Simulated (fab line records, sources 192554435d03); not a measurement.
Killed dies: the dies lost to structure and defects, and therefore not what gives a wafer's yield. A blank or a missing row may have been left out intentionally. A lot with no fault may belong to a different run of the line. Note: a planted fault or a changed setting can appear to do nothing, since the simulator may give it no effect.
fab line records	flow n5Finfet
[record] lots = 7	wafers = 21
route steps=1938 shown BEOL_M4@1050 BEOL_M5@1140 BEOL_M7@1263 BEOL_M8@1370
startH: hours from the record's first day to the start of the lot's first wafer shown	waitH: hours from the lot's prior step to this one	" same as the row above	L1.1+2: one row covering several wafers at once	- no value, or no start was given	* or withheld: withheld	< > ~ a bound
route shown NAME@n: names a module that has steps shown in the file, with the first one's number in the route	usual: average and standard deviation across the fault-free wafers	same: alike in all rows	chamber/n: place in a boat	sites: readings site by site	_std_site: their standard deviation	_edge_site: outer sites' mean less inner sites'	radiusMm: how far each site lies from the wafer's centre	mask NAME#n: copy n	behind: the most recent tool/chamber to have shaped the wafer	hold: the reason the lot was held/the length of the hold in hours/how it ended	device: transistor that didn't switch, given as n, p or np	end of line: the same wafers' tests at the end of the route	step lacking rows: just its recipe	killed: the dies lost at the first sort to structure and to defects; this is not the yield of the wafer	map: dies across one wafer; x = killed, . = not, _ = none there
set.NAME: the setting that was run; set.NAME@STEP: the one run at that earlier step	model.NAME: the simulator's own value behind a step, which no gauge read
lots run with intentionally changed settings; tables by step, rows by wafer
[[steps]]
[step N5_BEOL_M4_COAT_22]
[recipe] resist = CAR-EUV	spinRpm = 1500	resistThkNm = 30
lot.wafer	tool	chamber	startH	waitH	set.spinRpm	model.CAR-EUV_of_BEOL_M4_COAT_22.thkNm
L076.2	lithoTrack-01	0	-	-	1500	30.2
L076.4+6	"	0	"	"	1456	30.4
L075.2+4	lithoTrack-01	0	-	-	1612	28.8
L075.6	"	0	"	"	1612	29
L079.1+4+6	lithoTrack-01	0	-	-	1378	31.4
L083.2	lithoTrack-03	0	-	-	1590	29.2
L083.4	"	0	"	"	1500	30.2
L083.5	"	0	"	"	1500	30
L087.1+5+6	lithoTrack-03	0	-	-	1500	30
L092.1	lithoTrack-05	0	-	-	1571	29.4
L092.5+6	"	0	"	"	1500	30
L096.2+3+4	lithoTrack-01	0	-	-	1500	30
[step N5_BEOL_M4_EBR_24]
[recipe] solvent = PGMEA	ebrWidthMm = 1.5
[step N5_BEOL_M4_SOFTBAKE_23]
[recipe] tempC = 110	timeS = 60	resist = CAR-EUV
[step N5_BEOL_M4_EXPOSE_25]
[recipe] maskId = V3	na = 0.33	sourceShape = quasar	sigmaInner = 0.2	sigmaOuter = 0.8	polarization = unpolarized	defocusNm = 5	doseMj = 63
[step N5_BEOL_M4_PEB_26]
[recipe] pebTempC = 100	pebTimeS = 60	resist = CAR-EUV
[step N5_BEOL_M4_DEVELOP_27]
[recipe] developTimeS = 30	developer = TMAH	resist = CAR-EUV	rinseLiquid = surfactantRinse	dry = airSpin	devTempC = 23
lot.wafer	tool	chamber	startH	waitH	set.spinRpm@BEOL_M4_COAT_22	model.CAR-EUV_of_BEOL_M4_COAT_22.thkNm
L076.2	lithoTrack-01	0	-	-	1500	29.6
L076.4+6	"	0	"	"	1456	30
L075.2+4+6	lithoTrack-03	0	-	-	1612	28.4
L079.1+4+6	lithoTrack-03	0	-	-	1378	31
L083.2	lithoTrack-05	0	-	-	1590	28.8
L083.4+5	"	0	"	"	1500	29.6
L087.1+5+6	lithoTrack-01	0	-	-	1500	29.6
L092.1	lithoTrack-01	0	-	-	1571	29
L092.5	"	0	"	"	1500	29.6
L092.6	"	0	"	"	1500	29.4
L096.2+3+4	lithoTrack-03	0	-	-	1500	29.6
[step N5_BEOL_M5_COAT_66]
[recipe] resist = SiARC	tempC = 220	timeS = 60	spinRpm = 1500	resistThkNm = 12
lot.wafer	tool	chamber	startH	waitH	set.spinRpm
L075.2+6	lithoTrack-01	0	-	-	1500
L075.4	"	0	"	"	1550
L076.2+4+6	lithoTrack-01	0	-	-	1500
L079.1+6	lithoTrack-04	0	-	-	1500
L079.4	"	0	"	"	1604
L083.2+4+5	lithoTrack-01	0	-	-	1500
L087.1+5+6	lithoTrack-04	0	-	-	1500
L092.1+5+6	lithoTrack-01	0	-	-	1500
L096.2+3+4	lithoTrack-01	0	-	-	1500
[step N5_BEOL_M5_COAT_74]
[recipe] resist = underlayer	tempC = 205	timeS = 60	spinRpm = 1500	resistThkNm = 5
lot.wafer	tool	chamber	startH	waitH	set.spinRpm
L075.2+4	lithoTrack-01	0	-	-	1438
L075.6	"	0	"	"	1500
L076.2+4	lithoTrack-01	0	-	-	1559
L076.6	"	0	"	"	1500
L079.1+4	lithoTrack-04	0	-	-	1614
L079.6	"	0	"	"	1500
L083.2+4	lithoTrack-01	0	-	-	1500
L083.5	"	0	"	"	1396
L087.1+6	lithoTrack-04	0	-	-	1388
L087.5	"	0	"	"	1500
L092.1+5	lithoTrack-01	0	-	-	1367
L092.6	"	0	"	"	1500
L096.2+3+4	lithoTrack-01	0	-	-	1500
[step N5_BEOL_M5_COAT_22]
[recipe] resist = CAR-EUV	spinRpm = 1500	resistThkNm = 30
[step N5_BEOL_M5_EBR_24]
[recipe] solvent = PGMEA	ebrWidthMm = 1.5
[step N5_BEOL_M5_DESCUM_33]
[recipe] chemistry = O2	timeS = 7	sourcePowerW = 50	biasPowerW = 20	pressureMtorr = 20	rfFrequencyHz = 2.712e+07	tempC = 40	resist = CAR-EUV	o2FlowSccm = 225
[step N5_BEOL_M5_ETCH_75]
[recipe] chemistry = N2/H2	target = underlayer	targetDepthA = 65	maskMaterial = CAR-EUV	timeS = 5.2	ionEnergyEv = 200	pressureMtorr = 30	sourceW = 840	biasW = 150	n2FlowSccm = 200	h2FlowSccm = 200	ends = cleared
lot.wafer	tool	chamber	startH	waitH	set.spinRpm@BEOL_M5_COAT_74	model.etch.depthNm
L075.2	rieDiel-03	3	185.34	0.0	1438	5.116
L075.4	"	1	"	"	1438	5.14
L075.6	"	3	"	"	1500	5.02
L076.2	rieDiel-05	0	201.98	0.0	1559	4.92
L076.4	"	3	"	"	1559	4.91
L076.6	"	0	"	"	1500	5.005
L079.1	rieDiel-05	3	210.48	0.0	1614	4.834
L079.4	"	2	"	"	1614	4.836
L079.6	"	1	"	"	1500	5.009
L083.2	rieDiel-03	1	242.21	0.0	1500	5.004
L083.4	"	2	"	"	1500	5.003
L083.5	"	1	"	"	1396	5.197
L087.1	rieDiel-03	1	253.59	0.0	1388	5.195
L087.5	"	2	"	"	1500	5.011
L087.6	"	3	"	"	1388	5.194
L092.1	rieDiel-05	0	303.04	0.0	1367	5.227
L092.5	"	1	"	"	1367	5.239
L092.6	"	2	"	"	1500	5.016
L096.2	rieDiel-05	0	323.88	0.0	1500	5.018
L096.3	"	2	"	"	1500	5.017
L096.4	"	1	"	"	1500	5.033
[step N5_BEOL_M5_ETCH_67]
[recipe] chemistry = CF4	target = SiARC	targetDepthA = 156	maskMaterial = CAR-EUV	timeS = 26	ionEnergyEv = 80	pressureMtorr = 40	sourceW = 545	biasW = 36	Ar_flow_sccm = 100	cf4FlowSccm = 100	ends = cleared
lot.wafer	tool	chamber	startH	waitH	set.spinRpm@BEOL_M5_COAT_66	model.etch.depthNm
L075.2	rieDiel-03	3	185.35	0.0	1500	12.06
L075.4	"	1	"	"	1550	11.83
L075.6	"	3	"	"	1500	12.02
L076.2+6	rieDiel-05	0	202.00	0.0	1500	12.09
L076.4	"	3	"	"	1500	12.05
L079.1	rieDiel-05	3	210.49	0.0	1500	12.01
L079.4	"	2	"	"	1604	11.63
L079.6	"	1	"	"	1500	12.03
L083.2+5	rieDiel-03	1	242.22	0.0	1500	12.06
L083.4	"	2	"	"	1500	12.02
L087.1	rieDiel-03	1	253.61	0.0	1500	11.99
L087.5+6	"	2,3	"	"	1500	11.97
L092.1	rieDiel-05	0	303.06	0.0	1500	12
L092.5	"	1	"	"	1500	12.01
L092.6	"	2	"	"	1500	12.03
L096.2	rieDiel-05	0	323.89	0.0	1500	12.06
L096.3	"	2	"	"	1500	12.02
L096.4	"	1	"	"	1500	12.01
[step N5_BEOL_M7_ILD_DEP_00]
[recipe] material = SiCOH_lowk	targetThkA = 1797.5	tempC = 300	precursor = DEMS/porogen	pressureTorr = 5	rfW = 500	timeS = 33.4
lot.wafer	tool	chamber	startH	waitH	set.timeS	model.SiCOH_lowk_of_BEOL_M7_ILD_DEP_00.thkNm
L075.2	pecvd-02	0	200.84	0.0	31.25	167
L075.4	"	2	"	"	31.25	168.6
L075.6	"	0	"	"	33.4	181
L076.2	pecvd-03	1	216.98	0.0	35.11	189.6
L076.4	"	0	"	"	33.4	181.2
L076.6	"	1	"	"	35.11	191.4
L079.1	pecvd-02	0	225.90	0.0	33.4	178.2
L079.4	"	2	"	"	33.4	182.8
L079.6	"	1	"	"	33.4	183
L083.2	pecvd-02	1	260.53	0.0	35.24	190
L083.4	"	2	"	"	33.4	181.2
L083.5	"	1	"	"	35.24	191.8
L087.1	pecvd-03	2	280.56	0.0	33.4	176.2
L087.5	"	0	"	"	35.29	192.2
L087.6	"	1	"	"	33.4	184.8
L092.1	pecvd-03	1	320.05	0.0	33.4	178
L092.5	"	2	"	"	29.94	160.4
L092.6	"	1	"	"	33.4	181.2
L096.2	pecvd-02	0	338.29	0.0	33.4	177.8
L096.3	"	1	"	"	33.4	179.4
L096.4	"	2	"	"	33.4	178.6
[step N5_BEOL_M7_CURE_74]
[recipe] tempC = 385	timeS = 240	ambient = He/Ar	material = SiCOH_lowk
lot.wafer	tool	chamber	startH	waitH	set.timeS@BEOL_M7_ILD_DEP_00	model.SiCOH_lowk_of_BEOL_M7_ILD_DEP_00.thkNm
L075.2	uvCure-02	0	201.01	0.1	31.25	144
L075.4	"	0	"	"	31.25	145.2
L075.6	"	0	"	"	33.4	156
L076.2	uvCure-03	2	217.15	0.1	35.11	163.6
L076.4	"	2	"	"	33.4	156.2
L076.6	"	2	"	"	35.11	165.2
L079.1	uvCure-03	2	225.96	0.0	33.4	153.8
L079.4+6	"	2	"	"	33.4	157.8
L083.2	uvCure-01	2	260.91	0.4	35.24	163.8
L083.4	"	2	"	"	33.4	156.2
L083.5	"	2	"	"	35.24	165.6
L087.1	uvCure-01	1	280.62	0.0	33.4	151.8
L087.5	"	1	"	"	35.29	165.8
L087.6	"	1	"	"	33.4	159.4
L092.1	uvCure-01	1	320.25	0.2	33.4	153.4
L092.5	"	1	"	"	29.94	138.2
L092.6	"	1	"	"	33.4	156.2
L096.2	uvCure-02	2	338.44	0.1	33.4	153.4
L096.3	"	2	"	"	33.4	154.8
L096.4	"	2	"	"	33.4	154
[step N5_BEOL_M7_THK_MEAS_01]
[recipe] reads = SiCOH_lowk_of_BEOL_M7_ILD_DEP_00
[usual] M7_ILD_THK = 155.0/2.2
lot.wafer	tool	chamber	startH	waitH	set.timeS@BEOL_M7_ILD_DEP_00	M7_ILD_THK[nm]
L075.2	filmMetro-02	-	201.44	0.4	31.25	144.0
L075.4	"	-	"	"	31.25	145.3
L075.6	"	-	"	"	33.4	156.0
L076.2	filmMetro-02	-	217.58	0.4	35.11	163.6
L076.4	"	-	"	"	33.4	156.2
L076.6	"	-	"	"	35.11	165.2
L079.1	filmMetro-02	-	226.47	0.4	33.4	153.6
L079.4	"	-	"	"	33.4	157.6
L079.6	"	-	"	"	33.4	157.7
L083.2	filmMetro-02	-	261.34	0.4	35.24	163.9
L083.4	"	-	"	"	33.4	156.2
L083.5	"	-	"	"	35.24	165.5
L087.1	filmMetro-01	-	281.14	0.4	33.4	151.8
L087.5	"	-	"	"	35.29	165.9
L087.6	"	-	"	"	33.4	159.4
L092.1	filmMetro-02	-	320.76	0.4	33.4	153.5
L092.5	"	-	"	"	29.94	138.1
L092.6	"	-	"	"	33.4	156.4
L096.2	filmMetro-01	-	338.87	0.4	33.4	153.4
L096.3	"	-	"	"	33.4	154.7
L096.4	"	-	"	"	33.4	154.0
[step N5_BEOL_M7_PECVD_70]
[recipe] material = SiO2	targetThkA = 200	tempC = 400	precursor = TEOS/O2	pressureTorr = 5.5	rfW = 450	teosFlowSccm = 53.8	gas = O2	flowSccm = 3000	timeS = 22.7
lot.wafer	tool	chamber	startH	waitH	set.tempC	model.SiO2_of_BEOL_M7_PECVD_70.thkNm
L075.2	pecvd-04	0	201.48	0.0	389.4	21
L075.4	"	1	"	"	400	20.4
L075.6	"	0	"	"	389.4	21.4
L076.2	pecvd-02	2	217.62	0.0	394.6	20
L076.4	"	2	"	"	394.6	20.4
L076.6	"	1	"	"	394.6	20.6
L079.1	pecvd-02	1	226.51	0.0	400	20
L079.4	"	1	"	"	400	20.4
L079.6	"	0	"	"	406	19.2
L083.2	pecvd-03	2	261.38	0.0	400	20
L083.4	"	0	"	"	400	20.2
L083.5	"	2	"	"	400	20.4
L087.1	pecvd-02	1	281.17	0.0	400	20.2
L087.5	"	0	"	"	400	20.4
L087.6	"	1	"	"	411.8	19
L092.1+6	pecvd-02	0	320.80	0.0	400	19.8
L092.5	"	2	"	"	411.8	18.6
L096.2+3	pecvd-02	2,0	338.91	0.0	400	19.6
L096.4	"	0	"	"	400	19.8
[step N5_BEOL_M7_DEP_56]
[recipe] material = SiCN	targetThkA = 100	tempC = withheld	precursor = 3MS/NH3	pressureTorr = 3	rfW = 202	timeS = 17.5
lot.wafer	tool	chamber	startH	waitH	set.timeS	model.SiCN_of_BEOL_M7_DEP_56.thkNm
L075.2	pecvd-02	1	207.09	0.0	17.5	10.2
L075.4	"	1	"	"	18.59	10.8
L075.6	"	1	"	"	17.5	10.4
L076.2	pecvd-02	0	224.68	0.0	19.86	11.2
L076.4	"	2	"	"	17.5	9.8
L076.6	"	1	"	"	17.5	10.2
L079.1	pecvd-03	1	234.21	0.0	17.5	9.6
L079.4	"	1	"	"	19.2	10.6
L079.6	"	2	"	"	17.5	9.8
L083.2+4	pecvd-04	1	265.87	0.0	17.5	9.8
L083.5	"	0	"	"	17.5	10
L087.1+6	pecvd-03	1,2	293.50	0.0	17.5	9.8
L087.5	"	1	"	"	17.5	10
L092.1+5	pecvd-03	0,2	331.16	0.0	17.5	9.8
L092.6	"	1	"	"	19.84	11
L096.2+3	pecvd-04	1,2	346.05	0.0	17.5	9.6
L096.4	"	0	"	"	17.5	10
[step N5_BEOL_M8_ETCH_65]
[recipe] chemistry = CF4	target = SiARC	targetDepthA = 156	maskMaterial = CAR-EUV	timeS = 26	ionEnergyEv = 80	pressureMtorr = 40	sourceW = 545	biasW = 36	Ar_flow_sccm = 100	cf4FlowSccm = 100	ends = cleared
[usual] etchRfOnTimeS = 25.9/0.82	rfVppV = 184.2/1.2
lot.wafer	tool	chamber	startH	waitH	set.sourceW	etchRfOnTimeS	rfVppV
L075.2	rieDiel-06	1	210.82	0.0	545	24.7	185.7
L075.4	"	2	"	"	545	25.5	185.4
L075.6	"	2	"	"	590.6	23.8	180.1
L076.2	rieDiel-02	0	227.79	0.0	545	25.4	184.5
L076.4	"	1	"	"	545	26.6	185.8
L076.6	"	0	"	"	545	25.5	185.1
L079.1	rieDiel-02	1	238.07	0.0	545	26.5	185.5
L079.4	"	2	"	"	545	26.2	183.4
L079.6	"	3	"	"	545	26.2	183.5
L083.2	rieDiel-06	1	271.10	0.0	454.8	29.0	197.4
L083.4	"	0	"	"	545	25.7	184.4
L083.5	"	2	"	"	454.8	30.0	197.0
L087.1	rieDiel-06	3	298.70	0.0	576.7	26.0	180.3
L087.5	"	3	"	"	545	27.3	182.2
L087.6	"	2	"	"	576.7	24.7	180.7
L092.1	rieDiel-02	3	335.18	0.0	545	26.5	183.3
L092.5	"	3	"	"	545	26.4	184.1
L092.6	"	1	"	"	545	26.6	185.7
L096.2	rieDiel-02	0	352.37	0.0	545	25.2	184.9
L096.3	"	1	"	"	545	26.2	184.8
L096.4	"	2	"	"	545	25.7	183.2
[step N5_BEOL_M8_TRENCH_ETCH_37]
[recipe] chemistry = C4F6/O2	targetDepthA = 934.78	target = SiCOH_lowk	timeS = 31.2	ionEnergyEv = 250	pressureMtorr = 30	sourceW = 345	biasW = 185	Ar_flow_sccm = 300	C4F6_flow_sccm = 10	O2_flow_sccm = 10
lot.wafer	tool	chamber	startH	waitH	set.timeS	model.BEOL_M8.featureDepthNm	model.etch.depthNm
L075.2	rieDiel-06	1	-	-	31.2	96.4	96.39
L075.4	"	2	"	"	28	86.2	86.23
L075.6	"	2	"	"	28	86.4	86.32
L076.2	rieDiel-02	0	-	-	31.2	97.4	97.45
L076.4	"	1	"	"	31.2	93.4	93.33
L076.6	"	0	"	"	31.2	96.8	96.73
L079.1	rieDiel-02	1	-	-	37.46	110.2	110.3
L079.4	"	2	"	"	31.2	92.8	92.81
L079.6	"	3	"	"	31.2	92.4	92.35
L083.2	rieDiel-06	1	-	-	31.2	95.6	95.59
L083.4	"	0	"	"	31.2	92	92.08
L083.5	"	2	"	"	37.25	111.4	111.3
L087.1	rieDiel-06	3	-	-	31.2	90.8	90.83
L087.5	"	3	"	"	31.2	91	91.08
L087.6	"	2	"	"	33.25	100.2	100.2
L092.1	rieDiel-02	3	-	-	37.34	108.8	108.9
L092.5	"	3	"	"	31.2	91.6	91.61
L092.6	"	1	"	"	31.2	91.6	91.68
L096.2	rieDiel-02	0	-	-	31.2	94.8	94.88
L096.3	"	1	"	"	31.2	91.6	91.61
L096.4	"	2	"	"	31.2	93.6	93.61
[step N5_BEOL_M8_ETCH_41]
[recipe] chemistry = CH3F/O2	target = SiCN	targetDepthA = 319	taperDeg = 2	timeS = 57.8	ionEnergyEv = 120	maskMaterial = TiN	pressureMtorr = 30	sourceW = 395	biasW = 75	Ar_flow_sccm = 150	CH3F_flow_sccm = 30	O2_flow_sccm = 20
[step N5_BEOL_M8_STRIP_80]
[recipe] chemistry = N2/H2	timeS = 10	powerW = 450	tempC = 40	pressureMtorr = 20	rfFrequencyHz = 6e+07	biasPowerW = 7	n2FlowSccm = 200	h2FlowSccm = 200
[step N5_BEOL_M8_OCD_MEAS_38]
[usual] trenchDepthNm = 93.5/2.3
lot.wafer	tool	chamber	startH	waitH	set.timeS@BEOL_M8_TRENCH_ETCH_37	trenchDepthNm
L075.2	ocd-01	-	211.20	-	31.2	96.6
L075.4	"	-	"	"	28	86.9
L075.6	"	-	"	"	28	86.9
L076.2	ocd-01	-	228.17	-	31.2	97.6
L076.4	"	-	"	"	31.2	93.3
L076.6	"	-	"	"	31.2	96.1
L079.1	ocd-02	-	238.44	-	37.46	110.4
L079.4	"	-	"	"	31.2	93.2
L079.6	"	-	"	"	31.2	92.7
L083.2	ocd-01	-	271.48	-	31.2	95.7
L083.4	"	-	"	"	31.2	92.1
L083.5	"	-	"	"	37.25	111.6
L087.1	ocd-02	-	299.08	-	31.2	90.0
L087.5	"	-	"	"	31.2	90.9
L087.6	"	-	"	"	33.25	100.6
L092.1	ocd-02	-	335.55	-	37.34	108.9
L092.5	"	-	"	"	31.2	92.1
L092.6	"	-	"	"	31.2	91.4
L096.2	ocd-01	-	352.75	-	31.2	94.5
L096.3	"	-	"	"	31.2	91.2
L096.4	"	-	"	"	31.2	94.1
[step N5_BEOL_M8_HM_STRIP_39]
[recipe] chemistry = peroxideTinStrip	material = TiN	targetDepthA = 250	tempC = 50	timeS = 158
[step N5_BEOL_M8_SRD_40]
[recipe] timeS = 30	tempC = 23	rinseLiquid = diw	dry = ipaMarangoni
[step N5_BEOL_M8_ECD_50]
[recipe] material = Cu	targetThkA = 3000
[step N5_BEOL_M8_ANNEAL_51]
[recipe] tempC = 225	timeS = 90	ambient = N2
[step N5_BEOL_M8_CMP_52]
[recipe] stopOn = SiCOH_lowk	tOverpolishS = 6.9	downForcePsi = 1	platenRpm = 50	clearingPlatenDownForcePsi = 1.5	clearingPlatenRpm = 50	postCmpClean = cuAlkaline	targetThkNm = 80	clearingPlatenPadVelocityMS = 0.99484	padVelocityMS = 0.99484
lot.wafer	tool	chamber	startH	waitH	set.timeS@BEOL_M8_TRENCH_ETCH_37	model.Cu_of_BEOL_M8_ECD_50.thkNm
L075.2	cmp-02	0	215.23	0.3	31.2	82.2
L075.4	"	1	"	"	28	72.2
L075.6	"	2	"	"	28	71.4
L076.2	cmp-01	0	232.50	0.2	31.2	81
L076.4	"	1	"	"	31.2	78
L076.6	"	0	"	"	31.2	80.6
L079.1	cmp-02	0	241.15	0.3	37.46	95.6
L079.4	"	1	"	"	31.2	78.4
L079.6	"	0	"	"	31.2	77.4
L083.4	cmp-02	3	274.06	0.1	31.2	79.8
L083.2	"	2	"	"	31.2	82.2
L083.5	"	3	"	"	37.25	98.8
L087.1	cmp-01	0	301.10	0.3	31.2	76.6
L087.5	"	3	"	"	31.2	77.2
L087.6	"	0	"	"	33.25	86
L092.1	cmp-04	1	337.58	0.3	37.34	96.2
L092.6	"	0	"	"	31.2	79.2
L092.5	"	1	"	"	31.2	78.8
L096.3	cmp-02	0	355.13	0.2	31.2	78.6
L096.4	"	2	"	"	31.2	80
L096.2	"	3	"	"	31.2	81.4
[step N5_BEOL_M8_THK_MEAS_53]
[recipe] thkMeasGauge = xrf	reads = Cu_of_BEOL_M8_ECD_50
[usual] M8_THK = 79.4/2.4
lot.wafer	tool	chamber	startH	waitH	set.timeS@BEOL_M8_TRENCH_ETCH_37	M8_THK[nm]
L075.2	filmMetro-02	-	215.45	-	31.2	82.5
L075.4	"	-	"	"	28	72.5
L075.6	"	-	"	"	28	71.3
L076.2	filmMetro-02	-	232.75	-	31.2	81.5
L076.4	"	-	"	"	31.2	77.9
L076.6	"	-	"	"	31.2	80.5
L079.1	filmMetro-01	-	241.45	-	37.46	94.7
L079.4	"	-	"	"	31.2	77.7
L079.6	"	-	"	"	31.2	76.8
L083.2	filmMetro-02	-	274.36	-	31.2	81.4
L083.4	"	-	"	"	31.2	79.1
L083.5	"	-	"	"	37.25	98.5
L087.1	filmMetro-02	-	301.36	-	31.2	75.6
L087.5	"	-	"	"	31.2	76.3
L087.6	"	-	"	"	33.25	84.7
L092.1	filmMetro-01	-	337.84	-	37.34	96.7
L092.5	"	-	"	"	31.2	78.8
L092.6	"	-	"	"	31.2	79.2
L096.2	filmMetro-01	-	355.42	-	31.2	82.9
L096.3	"	-	"	"	31.2	79.4
L096.4	"	-	"	"	31.2	80.7
[step N5_BEOL_M8_PRE_CLEAN_55]
[recipe] gas = NH3	timeS = 15	tempC = withheld	rfPowerW = 300
[step N5_BEOL_M8_DEP_56]
[recipe] material = SiCN	targetThkA = 100	tempC = withheld	precursor = 3MS/NH3	pressureTorr = 3	rfW = 202	timeS = 17.5
[step N5_BEOL_M8_RS_MEAS_57]
[recipe] thkMeasGauge = four-point-probe	reads = Cu_of_BEOL_M8_ECD_50+Co_of_BEOL_M8_CVD_78+TaN_of_BEOL_M8_ALD_77
[usual] M8_RS = 0.288/0.01
lot.wafer	tool	chamber	startH	waitH	set.timeS@BEOL_M8_TRENCH_ETCH_37	M8_RS[ohm/sq]
L075.2	filmMetro-01	-	215.58	0.1	31.2	0.276
L075.4	"	-	"	"	28	0.323
L075.6	"	-	"	"	28	0.328
L076.2	filmMetro-01	-	232.88	0.1	31.2	0.282
L076.4	"	-	"	"	31.2	0.295
L076.6	"	-	"	"	31.2	0.284
L079.1	filmMetro-02	-	241.58	0.1	37.46	0.233
L079.4	"	-	"	"	31.2	0.293
L079.6	"	-	"	"	31.2	0.298
L083.2	filmMetro-02	-	274.53	0.1	31.2	0.277
L083.4	"	-	"	"	31.2	0.287
L083.5	"	-	"	"	37.25	0.224
L087.1	filmMetro-01	-	301.49	0.1	31.2	0.302
L087.5	"	-	"	"	31.2	0.298
L087.6	"	-	"	"	33.25	0.263
L092.1	filmMetro-02	-	337.97	0.1	37.34	0.231
L092.5	"	-	"	"	31.2	0.290
L092.6	"	-	"	"	31.2	0.290
L096.2	filmMetro-01	-	355.55	0.1	31.2	0.281
L096.3	"	-	"	"	31.2	0.293
L096.4	"	-	"	"	31.2	0.286
[[key]]
[split] step = N5_BEOL_M4_COAT_22	setting = spinRpm	stated = 1500	by = wafer
[response] step = N5_BEOL_M4_COAT_22	reading = model.CAR-EUV_of_BEOL_M4_COAT_22.thkNm	change = -0.132	per = 1%	r = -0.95
[response] step = N5_BEOL_M4_DEVELOP_27	reading = model.CAR-EUV_of_BEOL_M4_COAT_22.thkNm	change = -0.124	per = 1%	r = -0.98
[split] step = N5_BEOL_M5_COAT_66	setting = spinRpm	stated = 1500	by = wafer
[response] step = N5_BEOL_M5_ETCH_67	reading = model.etch.depthNm	change = -0.0584	per = 1%	r = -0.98
[split] step = N5_BEOL_M5_COAT_74	setting = spinRpm	stated = 1500	by = wafer
[response] step = N5_BEOL_M5_ETCH_75	reading = model.etch.depthNm	change = -0.0248	per = 1%	r = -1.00
[split] step = N5_BEOL_M7_ILD_DEP_00	setting = timeS	stated = 33.4	by = wafer
[response] step = N5_BEOL_M7_ILD_DEP_00	reading = model.SiCOH_lowk_of_BEOL_M7_ILD_DEP_00.thkNm	change = +1.9	per = 1%	r = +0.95
[response] step = N5_BEOL_M7_CURE_74	reading = model.SiCOH_lowk_of_BEOL_M7_ILD_DEP_00.thkNm	change = +1.65	per = 1%	r = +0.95
[response] step = N5_BEOL_M7_THK_MEAS_01	reading = M7_ILD_THK	change = +1.66	per = 1%	r = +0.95
[split] step = N5_BEOL_M7_PECVD_70	setting = tempC	stated = 400	by = wafer
[response] step = N5_BEOL_M7_PECVD_70	reading = model.SiO2_of_BEOL_M7_PECVD_70.thkNm	change = -0.412	per = 1%	r = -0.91
[split] step = N5_BEOL_M7_DEP_56	setting = timeS	stated = 17.5	by = wafer
[response] step = N5_BEOL_M7_DEP_56	reading = model.SiCN_of_BEOL_M7_DEP_56.thkNm	change = +0.0893	per = 1%	r = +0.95
[split] step = N5_BEOL_M8_ETCH_65	setting = sourceW	stated = 545	by = wafer
[response] step = N5_BEOL_M8_ETCH_65	reading = etchRfOnTimeS	change = *	per = 1%	r = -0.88
[response] step = N5_BEOL_M8_ETCH_65	reading = rfVppV	change = -0.709	per = 1%	r = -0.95
[split] step = N5_BEOL_M8_TRENCH_ETCH_37	setting = timeS	stated = 31.2	by = wafer
[response] step = N5_BEOL_M8_TRENCH_ETCH_37	reading = model.BEOL_M8.featureDepthNm	change = +0.911	per = 1%	r = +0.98
[response] step = N5_BEOL_M8_TRENCH_ETCH_37	reading = model.etch.depthNm	change = +0.911	per = 1%	r = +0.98
[response] step = N5_BEOL_M8_OCD_MEAS_38	reading = trenchDepthNm	change = +0.911	per = 1%	r = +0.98
[response] step = N5_BEOL_M8_CMP_52	reading = model.Cu_of_BEOL_M8_ECD_50.thkNm	change = +0.917	per = 1%	r = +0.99
[response] step = N5_BEOL_M8_THK_MEAS_53	reading = M8_THK	change = +0.925	per = 1%	r = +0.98
[response] step = N5_BEOL_M8_RS_MEAS_57	reading = M8_RS	change = -0.00326	per = 1%	r = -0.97
